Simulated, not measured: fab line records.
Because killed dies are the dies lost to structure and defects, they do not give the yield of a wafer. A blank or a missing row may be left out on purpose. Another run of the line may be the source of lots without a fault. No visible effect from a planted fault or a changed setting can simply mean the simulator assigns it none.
Matching of chambers / flow n5_finfet / rie_si-04 running N5_FIN_SAQP_ETCH_65: 4 sister chambers
The step etches SiO2 in CF4, target depth 4 nm, time 4.4 s. 27 wafers are shown with their chamber, then 12 later ones without.

EACH WAFER AND ITS CHAMBER
wafer=L076.2; chamber=0; throttle_valve_pct (%)=21.72; drypump_motor_current_A (A)=5.9; oes_product_au (a.u.)=1.018
wafer=L076.3; chamber=1; throttle_valve_pct (%)=21.73; drypump_motor_current_A (A)=5.9; oes_product_au (a.u.)=1.051
wafer=L076.5; chamber=2; throttle_valve_pct (%)=21.58; drypump_motor_current_A (A)=5.2; oes_product_au (a.u.)=1.019
wafer=L077.1; chamber=2; throttle_valve_pct (%)=21.59; drypump_motor_current_A (A)=5.3; oes_product_au (a.u.)=1.011
wafer=L077.4; chamber=0; throttle_valve_pct (%)=21.71; drypump_motor_current_A (A)=5.9; oes_product_au (a.u.)=1.006
wafer=L077.5; chamber=3; throttle_valve_pct (%)=21.68; drypump_motor_current_A (A)=5.7; oes_product_au (a.u.)=0.959
wafer=L078.1; chamber=0; throttle_valve_pct (%)=21.74; drypump_motor_current_A (A)=5.9; oes_product_au (a.u.)=1.011
wafer=L078.2; chamber=3; throttle_valve_pct (%)=21.68; drypump_motor_current_A (A)=5.6; oes_product_au (a.u.)=0.964
wafer=L078.3; chamber=2; throttle_valve_pct (%)=21.57; drypump_motor_current_A (A)=5.2; oes_product_au (a.u.)=1.004
wafer=L078.4; chamber=1; throttle_valve_pct (%)=21.72; drypump_motor_current_A (A)=5.8; oes_product_au (a.u.)=1.048
wafer=L078.5; chamber=0; throttle_valve_pct (%)=21.73; drypump_motor_current_A (A)=5.9; oes_product_au (a.u.)=1.017
wafer=L078.6; chamber=3; throttle_valve_pct (%)=21.68; drypump_motor_current_A (A)=5.6; oes_product_au (a.u.)=0.963
wafer=L081.1; chamber=3; throttle_valve_pct (%)=21.70; drypump_motor_current_A (A)=5.6; oes_product_au (a.u.)=0.957
wafer=L081.2; chamber=0; throttle_valve_pct (%)=21.72; drypump_motor_current_A (A)=5.9; oes_product_au (a.u.)=1.006
wafer=L081.3; chamber=2; throttle_valve_pct (%)=21.58; drypump_motor_current_A (A)=5.3; oes_product_au (a.u.)=1.014
wafer=L081.4; chamber=1; throttle_valve_pct (%)=21.72; drypump_motor_current_A (A)=5.9; oes_product_au (a.u.)=1.050
wafer=L081.5; chamber=0; throttle_valve_pct (%)=21.72; drypump_motor_current_A (A)=5.9; oes_product_au (a.u.)=1.018
wafer=L081.6; chamber=3; throttle_valve_pct (%)=21.68; drypump_motor_current_A (A)=5.7; oes_product_au (a.u.)=0.970
wafer=L084.2; chamber=1; throttle_valve_pct (%)=21.73; drypump_motor_current_A (A)=5.9; oes_product_au (a.u.)=1.045
wafer=L084.3; chamber=3; throttle_valve_pct (%)=21.68; drypump_motor_current_A (A)=5.7; oes_product_au (a.u.)=0.966
wafer=L084.5; chamber=3; throttle_valve_pct (%)=21.68; drypump_motor_current_A (A)=5.7; oes_product_au (a.u.)=0.980
wafer=L086.1; chamber=0; throttle_valve_pct (%)=21.72; drypump_motor_current_A (A)=5.9; oes_product_au (a.u.)=1.013
wafer=L086.4; chamber=2; throttle_valve_pct (%)=21.58; drypump_motor_current_A (A)=5.2; oes_product_au (a.u.)=1.012
wafer=L086.5; chamber=3; throttle_valve_pct (%)=21.67; drypump_motor_current_A (A)=5.7; oes_product_au (a.u.)=0.956
wafer=L088.1; chamber=1; throttle_valve_pct (%)=21.72; drypump_motor_current_A (A)=5.9; oes_product_au (a.u.)=1.042
wafer=L088.4; chamber=3; throttle_valve_pct (%)=21.68; drypump_motor_current_A (A)=5.6; oes_product_au (a.u.)=0.971
wafer=L088.6; chamber=3; throttle_valve_pct (%)=21.68; drypump_motor_current_A (A)=5.7; oes_product_au (a.u.)=0.970

SIGNATURES, as means of the wafers listed above
reading=throttle_valve_pct; chamber 0=21.7229; chamber 1=21.7240; chamber 2=21.5800; chamber 3=21.6810; scatter within a chamber=0.00767
reading=drypump_motor_current_A; chamber 0=5.900; chamber 1=5.880; chamber 2=5.240; chamber 3=5.660; scatter within a chamber=0.0437
reading=oes_product_au; chamber 0=1.01271; chamber 1=1.04720; chamber 2=1.01200; chamber 3=0.96560; scatter within a chamber=0.00602
Rule: a wafer's distance from a chamber is the root of the sum, over the readings, of the square of ((its reading less the chamber's mean) divided by the reading's scatter). The wafer belongs to the nearest chamber; if the next one is less than 2 further off, it can't be placed. The scatter: the root of (the sum of the squares of (reading less its chamber's mean) over the shown wafers, divided by (wafers less chambers)).

WAFERS WHOSE CHAMBER IS MISSING
wafer=L089.3; throttle_valve_pct (%)=21.71; drypump_motor_current_A (A)=5.9; oes_product_au (a.u.)=1.053
wafer=L089.4; throttle_valve_pct (%)=21.69; drypump_motor_current_A (A)=5.7; oes_product_au (a.u.)=0.963
wafer=L089.6; throttle_valve_pct (%)=21.72; drypump_motor_current_A (A)=5.9; oes_product_au (a.u.)=1.048
wafer=L094.2; throttle_valve_pct (%)=21.68; drypump_motor_current_A (A)=5.7; oes_product_au (a.u.)=0.968
wafer=L094.4; throttle_valve_pct (%)=21.72; drypump_motor_current_A (A)=5.9; oes_product_au (a.u.)=1.048
wafer=L094.5; throttle_valve_pct (%)=21.73; drypump_motor_current_A (A)=5.9; oes_product_au (a.u.)=1.022
wafer=L096.2; throttle_valve_pct (%)=21.72; drypump_motor_current_A (A)=5.9; oes_product_au (a.u.)=1.012
wafer=L096.4; throttle_valve_pct (%)=21.68; drypump_motor_current_A (A)=5.7; oes_product_au (a.u.)=0.963
wafer=L096.6; throttle_valve_pct (%)=21.72; drypump_motor_current_A (A)=5.9; oes_product_au (a.u.)=1.003
wafer=L097.1; throttle_valve_pct (%)=21.61; drypump_motor_current_A (A)=5.2; oes_product_au (a.u.)=1.017
wafer=L097.2; throttle_valve_pct (%)=21.68; drypump_motor_current_A (A)=5.7; oes_product_au (a.u.)=0.967
wafer=L097.5; throttle_valve_pct (%)=21.73; drypump_motor_current_A (A)=5.8; oes_product_au (a.u.)=1.046

WHICH CHAMBER EACH ONE RAN IN
wafer=L089.3; from the rows above=1; in truth=1
wafer=L089.4; from the rows above=3; in truth=3
wafer=L089.6; from the rows above=1; in truth=1
wafer=L094.2; from the rows above=3; in truth=3
wafer=L094.4; from the rows above=1; in truth=1
wafer=L094.5; from the rows above=0; in truth=0
wafer=L096.2; from the rows above=0; in truth=0
wafer=L096.4; from the rows above=3; in truth=3
wafer=L096.6; from the rows above=0; in truth=0
wafer=L097.1; from the rows above=2; in truth=2
wafer=L097.2; from the rows above=3; in truth=3
wafer=L097.5; from the rows above=1; in truth=1
Correctly placed: 12 of 12. Can't be placed from these rows: 0. Placed wrongly: 0.
